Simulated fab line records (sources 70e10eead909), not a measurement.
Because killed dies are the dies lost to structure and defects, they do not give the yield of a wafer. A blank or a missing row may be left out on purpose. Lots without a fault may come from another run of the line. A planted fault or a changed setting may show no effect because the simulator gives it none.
Which tool is to blame? | flow nand-harc | Sampling: 13 lots, 39 wafers, 4 of 1159 route steps

WHAT EACH GAUGE READ, for each wafer
NHARC_THIN_TSV_CD_MEAS_33: target cd 5000 nm.
lot  | measured     | on        | cd-nm (nm)
L853 | day 19 06:04 | cd-sem-01 | 5001.1 5000.5 4998.9
L851 | day 19 06:27 | cd-sem-02 | 4999.4 4998.8 5006.8
L852 | day 19 07:08 | cd-sem-03 | 4996.1 4995.4 4996.9
L850 | day 20 09:13 | cd-sem-02 | 5000.8 5006.1 5008.1
L858 | day 21 05:14 | cd-sem-03 | 5002.9 5004.7 5003.5
L856 | day 21 05:57 | cd-sem-03 | 5003.0 4995.2 4999.9
L857 | day 21 09:01 | cd-sem-01 | 5001.1 5002.6 4997.6
L859 | day 22 00:48 | cd-sem-02 | 4995.1 4998.9 5003.8
L860 | day 22 01:50 | cd-sem-02 | 4998.6 4998.5 4998.5
L862 | day 22 02:51 | cd-sem-01 | 5002.2 4997.5 5000.7
L869 | day 23 14:53 | cd-sem-03 | 5000.4 5001.1 4999.8
L870 | day 24 11:59 | cd-sem-02 | 5000.6 5001.7 4998.4
L871 | day 24 12:56 | cd-sem-01 | 5000.0 4998.6 4997.5

NHARC_END_SORT_01.
lot  | measured     | on        | defect-limited-yield (%) | killed-at-array | killed-at-other | killed-at-periphery | killed-dies | killed-open | killed-short | sort_bin_2_pct (%) | sort_bin_3_pct (%) | sort_bin_4_pct (%) | sort-n-pass | sort-rim-yield-pct (%) | sort-yield-pct (%)
L853 | day 19 19:13 | prober-02 | 95.0 95.7 94.4           | 31 27 37        | 1 1 0           | 2 1 1               | 34 29 38    | 4 3 4       | 2 1 6        | 1.6 1.2 1.3        | 0.59 0.44 0.15     | 2.8 2.7 4.1        | 643 648 639 | 98.1 92.5 98.1         | 95.0 95.7 94.4
L851 | day 19 15:55 | prober-01 | 95.1 95.1 95.9           | 28 28 26        | 2 1 0           | 3 4 2               | 33 33 28    | 3 4 1       | 1 2 3        | 1.5 2.1 1.0        | 0.15 0.30 0.15     | 3.2 2.5 3.0        | 644 644 649 | 95.3 93.4 98.1         | 95.1 95.1 95.9
L852 | day 19 23:43 | prober-01 | 97.9 97.8 96.5           | 12 15 23        | 1 0 1           | 1 0 0               | 14 15 24    | 2 0 5       | 0 2 1        | 0.9 0.9 1.3        | 0 0.15 0.59        | 1.2 1.2 1.6        | 663 662 653 | 95.3 100.0 98.1        | 97.9 97.8 96.5
L850 | day 20 23:13 | prober-02 | 94.2 95.6 96.8           | 30 26 17        | 5 1 2           | 4 3 3               | 39 30 22    | 8 1 0       | 2 2 4        | 1.8 1.5 0.9        | 0.30 0.15 0        | 3.7 2.8 2.4        | 638 647 655 | 95.3 94.3 97.2         | 94.2 95.6 96.8
L858 | day 21 15:00 | prober-01 | 97.9 96.9 98.7           | 11 18 6         | 1 1 0           | 2 2 3               | 14 21 9     | 2 1 2       | 2 3 1        | 0.6 0.9 0.3        | 0.15 0.15 0.15     | 1.3 2.1 0.9        | 663 656 668 | 100.0 98.1 99.1        | 97.9 96.9 98.7
L856 | day 21 15:00 | prober-02 | 96.5 95.3 96.0           | 22 28 24        | 0 0 0           | 2 4 3               | 24 32 27    | 3 5 7       | 1 1 2        | 1.3 0.6 1.6        | 0.15 0.30 0.15     | 2.1 3.8 2.2        | 653 645 650 | 97.2 100.0 99.1        | 96.5 95.3 96.0
L857 | day 21 21:58 | prober-01 | 94.4 94.7 94.4           | 30 32 34        | 0 1 0           | 8 3 4               | 38 36 38    | 1 2 3       | 0 3 2        | 2.1 1.5 1.3        | 0.44 0 0.44        | 3.1 3.8 3.8        | 639 641 639 | 99.1 95.3 100.0        | 94.4 94.7 94.4
L859 | day 22 11:31 | prober-01 | 96.9 95.9 97.3           | 18 27 14        | 0 0 0           | 3 1 4               | 21 28 18    | 5 10 5      | 1 2 1        | 0.7 1.3 0.4        | 0 0.15 0           | 2.4 2.7 2.2        | 656 649 659 | 96.2 93.4 97.2         | 96.9 95.9 97.3
L860 | day 22 13:10 | prober-02 | 95.1 95.3 94.5           | 33 29 35        | 0 0 0           | 0 3 2               | 33 32 37    | 5 4 4       | 5 3 0        | 1.6 1.3 2.2        | 0.15 0.44 0.15     | 3.1 3.0 3.1        | 644 645 640 | 99.1 94.3 96.2         | 95.1 95.3 94.5
L862 | day 22 19:25 | prober-02 | 95.3 95.6 95.1           | 28 26 27        | 2 2 2           | 2 2 4               | 32 30 33    | 2 1 2       | 3 2 0        | 1.9 1.3 0.9        | 0.59 0.30 0.15     | 2.2 2.8 3.8        | 645 647 644 | 99.1 99.1 99.1         | 95.3 95.6 95.1
L869 | day 24 04:46 | prober-02 | 90.7 82.7 86.6           | 34 34 16        | 27 82 74        | 2 1 1               | 63 117 91   | 1 3 2       | 1 1 2        | 3.2 8.6 5.5        | 1.33 1.33 3.55     | 4.7 7.4 4.4        | 614 560 586 | 83.0 96.2 89.6         | 90.7 82.7 86.6
L870 | day 24 20:56 | prober-01 | 82.9 82.0 82.3           | 33 41 32        | 79 80 83        | 4 1 5               | 116 122 120 | 2 3 2       | 1 0 4        | 7.8 8.6 9.0        | 3.10 2.36 2.95     | 6.2 7.1 5.8        | 561 555 557 | 92.5 88.7 98.1         | 82.9 82.0 82.3
L871 | day 24 20:57 | prober-02 | 84.2 84.3 84.9           | 27 22 19        | 75 82 83        | 5 2 0               | 107 106 102 | 5 5 3       | 2 3 1        | 6.9 5.8 6.4        | 4.87 3.40 3.55     | 4.0 6.5 5.2        | 570 571 575 | 84.9 98.1 89.6         | 84.2 84.3 84.9

WHAT TOOL EACH LOT RAN ON (gives the tool, then ch and the chambers of the sampled wafers, and finally the start)
lot  | NHARC_THIN_TSV_PVD_19        | NHARC_THIN_TSV_DESCUM_35
L853 | pvd-sputter-02, day 19 03:10 | rie-diel-06 ch 0,2, day 19 06:13
L851 | pvd-sputter-03, day 19 03:28 | rie-diel-06 ch 0,1,3, day 19 06:39
L852 | pvd-sputter-02, day 19 04:02 | rie-diel-06 ch 1,2,3, day 19 07:17
L850 | pvd-sputter-01, day 20 06:19 | rie-diel-08 ch 1,2, day 20 09:22
L858 | pvd-sputter-01, day 21 02:16 | rie-diel-06 ch 0,1,2, day 21 05:25
L856 | pvd-sputter-03, day 21 02:49 | rie-diel-06 ch 0,1,2, day 21 06:06
L857 | pvd-sputter-03, day 21 05:58 | rie-diel-01 ch 0,2,3, day 21 09:10
L859 | pvd-sputter-02, day 21 21:49 | rie-diel-08 ch 0,1,2, day 22 00:58
L860 | pvd-sputter-01, day 21 22:59 | rie-diel-08 ch 0,2,3, day 22 02:02
L862 | pvd-sputter-03, day 21 23:44 | rie-diel-08 ch 0,1,2, day 22 03:02
L869 | pvd-sputter-03, day 23 11:26 | rie-diel-01 ch 0,2,3, day 23 15:03
L870 | pvd-sputter-03, day 24 09:01 | rie-diel-01 ch 0,1,3, day 24 12:10
L871 | pvd-sputter-03, day 24 09:58 | rie-diel-06 ch 0,1, day 24 13:06
- NHARC_THIN_TSV_PVD_19: deposits TaN, target thk 20 nm.
- NHARC_THIN_TSV_DESCUM_35: chemistry O2, time 3 s.

WHAT THE TOOLS THEMSELVES READ (means of the sampled wafers that have a number; where no wafer has one, the mark that the record gives instead)
NHARC_THIN_TSV_PVD_19.
lot  | tool           | throttle-valve-pct (%)
L853 | pvd-sputter-02 | 30.3
L851 | pvd-sputter-03 | 30.4
L852 | pvd-sputter-02 | 30.6
L850 | pvd-sputter-01 | 30.6
L858 | pvd-sputter-01 | 30.1
L856 | pvd-sputter-03 | 29.3
L857 | pvd-sputter-03 | 29.6
L859 | pvd-sputter-02 | 30.2
L860 | pvd-sputter-01 | 31.0
L862 | pvd-sputter-03 | 29.6
L869 | pvd-sputter-03 | 29.6
L870 | pvd-sputter-03 | 29.2
L871 | pvd-sputter-03 | 29.9

NHARC_THIN_TSV_DESCUM_35.
lot  | tool        | drypump-motor-current-A (A) | oes-product-au (a.u.) | rf-vpp-V (V) | showerhead-plenum-p-Torr (Torr) | throttle-valve-pct (%)
L853 | rie-diel-06 | 6.0                         | 0.991                 | 58.1         | 1.96                            | 11.304
L851 | rie-diel-06 | 6.1                         | 0.998                 | 58.5         | 1.95                            | 11.312
L852 | rie-diel-06 | 5.9                         | 1.003                 | 58.0         | 1.89                            | 11.311
L850 | rie-diel-08 | 5.9                         | 0.991                 | 57.9         | 1.83                            | 11.307
L858 | rie-diel-06 | 6.2                         | 0.993                 | 57.2         | 1.91                            | 11.310
L856 | rie-diel-06 | 6.2                         | 0.993                 | 58.0         | 1.91                            | 11.305
L857 | rie-diel-01 | 6.0                         | 1.005                 | 57.0         | 1.88                            | 11.308
L859 | rie-diel-08 | 5.8                         | 0.989                 | 58.6         | 1.87                            | 11.311
L860 | rie-diel-08 | 5.9                         | 0.999                 | 57.4         | 1.86                            | 11.308
L862 | rie-diel-08 | 5.8                         | 0.992                 | 58.0         | 1.87                            | 11.316
L869 | rie-diel-01 | 6.0                         | 1.003                 | 58.5         | 1.88                            | 11.312
L870 | rie-diel-01 | 5.8                         | 1.000                 | 58.3         | 1.95                            | 11.307
L871 | rie-diel-06 | 6.3                         | 0.992                 | 58.3         | 1.97                            | 11.307

THE ANSWER, worked out from the rows above alone
Rule: the lots themselves supply what counts as usual. The widest of any qualifying gaps counts: lots, ordered by their means at a reading, are off when they make up no more than a third of the lots, leave a main group of 4 or more, and stand apart from it by 3 or more times the standard deviation of that group's means. The tables above print the reading to a certain number of digits; a main group whose means all agree to those digits is not used. Also off: a lot with no number at a reading for which 4 or more lots have one. All remaining lots with rows at the step are treated as sound. The gauges are gone through in route order, then the tools' own readings, and for those a lot's mean is taken as printed above. The first step at which some lot is off is used, and at that step the reading that is off furthest; a lot without a number counts as furthest.
Off: L869, L870, L871, at NHARC_END_SORT_01 (killed-at-other). The main group: mean 0.8, standard deviation 0.85.
If a tool, at a process step before that reading, ran all the lots that are off and no sound lot after the first of them, it fits. Gauges at NHARC_END_SORT_01: tried the same way as those tools. One fits: NHARC_THIN_TSV_PVD_19 on pvd-sputter-03. A fault onset in the window from L862 (day 21 23:44, its last sound lot) to L869 (day 23 11:26, its first lot off) fits.

WHAT THE SIMULATOR HAD INSERTED
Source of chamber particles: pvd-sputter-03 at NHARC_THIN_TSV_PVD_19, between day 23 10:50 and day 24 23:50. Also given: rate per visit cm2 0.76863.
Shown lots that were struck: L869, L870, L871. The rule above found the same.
